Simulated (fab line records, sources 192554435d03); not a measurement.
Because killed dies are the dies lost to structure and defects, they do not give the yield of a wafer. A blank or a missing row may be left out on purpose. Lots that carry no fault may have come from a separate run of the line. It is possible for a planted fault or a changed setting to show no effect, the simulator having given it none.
Lot-split experiment -- flow n5_finfet -- on a route of 1938 steps: 7 lots, 21 wafers read

== THE SPLIT ==
At N5_BEOL_M9_HM_DEP_02 (deposits TiN, target thk 20 nm), the setting target_thk_a was moved away from the recipe's 200 angstrom on 4 of the 21 wafers read, by -12.4% to +7.5%. All remaining wafers had this setting at the recipe value.

Reading taken at the split's own step.

== THE READING ==
TiN_of_BEOL_M9_HM_DEP_02.thk_nm (the simulator's own value, which no gauge read), in nm, at N5_BEOL_M9_HM_DEP_02 (deposits TiN, target thk 20 nm). No usual value for it is given in the file. Across the 17 wafers here that went through the recipe, the average is 20.1 nm and the standard deviation 0.36 nm.

wafer,"tool, chamber at the split","target_thk_a as run, angstrom",against the recipe,"TiN_of_BEOL_M9_HM_DEP_02.thk_nm, nm",against lot-mates on the recipe
L074.1,"pvd_sputter-03, -",200,recipe,19.8,-
L074.3,"pvd_sputter-03, -",200,recipe,19.6,-
L074.5,"pvd_sputter-03, -",200,recipe,19.6,-
L075.1,"pvd_sputter-03, -",200,recipe,19.8,-
L075.3,"pvd_sputter-03, -",200,recipe,19.6,-
L075.6,"pvd_sputter-03, -",215.1,+7.5%,21.4,+1.7
L076.3,"pvd_sputter-02, -",209.6,+4.8%,21,+1.0
L076.6,"pvd_sputter-02, -",209.6,+4.8%,21,+1.0
L076.5,"pvd_sputter-02, -",200,recipe,20,-
L079.1,"pvd_sputter-01, -",200,recipe,20.4,-
L079.6,"pvd_sputter-01, -",200,recipe,20.4,-
L079.5,"pvd_sputter-01, -",200,recipe,20.6,-
L091.1,"pvd_sputter-03, -",200,recipe,20,-
L091.3,"pvd_sputter-03, -",200,recipe,19.8,-
L091.5,"pvd_sputter-03, -",200,recipe,19.8,-
L089.2,"pvd_sputter-01, -",200,recipe,20.6,-
L089.4,"pvd_sputter-01, -",200,recipe,20.6,-
L089.5,"pvd_sputter-01, -",200,recipe,20.4,-
L096.2,"pvd_sputter-01, -",200,recipe,20.2,-
L096.3,"pvd_sputter-01, -",200,recipe,20,-
L096.5,"pvd_sputter-01, -",175.2,-12.4%,17.6,-2.5

FIT RESULTS
A straight line over all 21 wafers: TiN_of_BEOL_M9_HM_DEP_02.thk_nm changes by +0.193 nm for each +1% of target_thk_a; r = +0.90; the points scatter about the line by 0.34 nm.
The same after taking each lot's own level away (the mean of its wafers on the recipe; 21 wafers): +0.208 nm for each +1%; r = +0.99; scatter 0.094 nm.
The reading moves by 2.6 nm for the largest change in target_thk_a, on that fit.
The span of the lots' own levels, 19.67 to 20.53 nm, comes to 2.4 times the standard deviation stated above.
The two slopes are in agreement: the lot-to-lot level therefore moves the slope only a little.
Check: -2.7 nm against its lot-mates is what the line predicts for one of the wafers moved furthest among these (-12.4%) when that wafer is left out of the fit. Against them it came out at -2.5 nm.

== THESE WAFERS: OTHER SPLITS ==
These wafers also went through other splits before the reading. Each is held against what the fit with the lots' levels taken away leaves over:
other split on the same wafers,wafers away from the commonest value,r with TiN_of_BEOL_M9_HM_DEP_02.thk_nm (lot level and that fit taken away)
N5_BEOL_M5_COAT_66 spin_rpm,7,-0.35
N5_BEOL_M6_EXPOSE_25 dose_mj,10,-0.06
N5_BEOL_M6_ETCH_66 bias_w,6,-0.02
N5_BEOL_M6_TRENCH_ETCH_37 source_w,5,-0.03
N5_BEOL_M7_DESCUM_33 time_s,5,+0.07
N5_BEOL_M7_VIA_ETCH_34 source_w,4,-0.16

== FILE'S OWN FIT ==
TiN_of_BEOL_M9_HM_DEP_02.thk_nm changes by +0.208 nm for each +1% of target_thk_a, r = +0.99.
